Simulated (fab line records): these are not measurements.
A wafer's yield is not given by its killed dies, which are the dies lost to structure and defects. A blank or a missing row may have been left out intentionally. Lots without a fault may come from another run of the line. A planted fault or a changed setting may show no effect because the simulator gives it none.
Chamber matching | flow n5Finfet | N5_BEOL_M3_ALD_84 on aldMetal-03 has 4 sister chambers
The step deposits TaN, pulse time 2 s, purge time 3 s, co reactant purge time 2 s. 4 wafers are shown with their chamber, then 9 later ones without.

WAFERS PAIRED WITH THEIR CHAMBERS
wafer  | chamber | heaterPowerW (W)
L083.3 | 2       | 389
L089.2 | 1       | 464
L089.3 | 3       | 327
L089.4 | 0       | 406

WAFERS WITHOUT THEIR CHAMBER
wafer  | heaterPowerW (W)
L091.3 | 400
L091.4 | 327
L091.5 | 450
L093.1 | 397
L093.4 | 463
L093.5 | 315
L097.2 | 408
L097.3 | 322
L097.5 | 418

WHICH CHAMBER EACH ONE RAN IN
wafer  | from the rows above     | in truth
L091.3 | can't be placed: 0 or 2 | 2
L091.4 | 3                       | 3
L091.5 | 1                       | 1
L093.1 | can't be placed: 2 or 0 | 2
L093.4 | 1                       | 1
L093.5 | 3                       | 3
L097.2 | 0                       | 0
L097.3 | 3                       | 3
L097.5 | 0                       | 0
Placed correctly: 7 of 9. Can't be placed from these rows: 2 (the true chamber is among the candidates in 2). Wrongly placed: 0.
How it was worked out, from the rows above alone: a wafer's distance from a chamber is the root of the sum, over the readings, of the square of ((its reading less the chamber's mean) divided by the reading's scatter). If the next closest chamber is less than 2 further off than the closest, the wafer can't be placed; otherwise it belongs to the closest. The mean given for a chamber averages the wafers shown for that chamber. The scatter: root of mean squared gap, hidden wafer to nearest shown wafer, with one shown wafer a chamber.
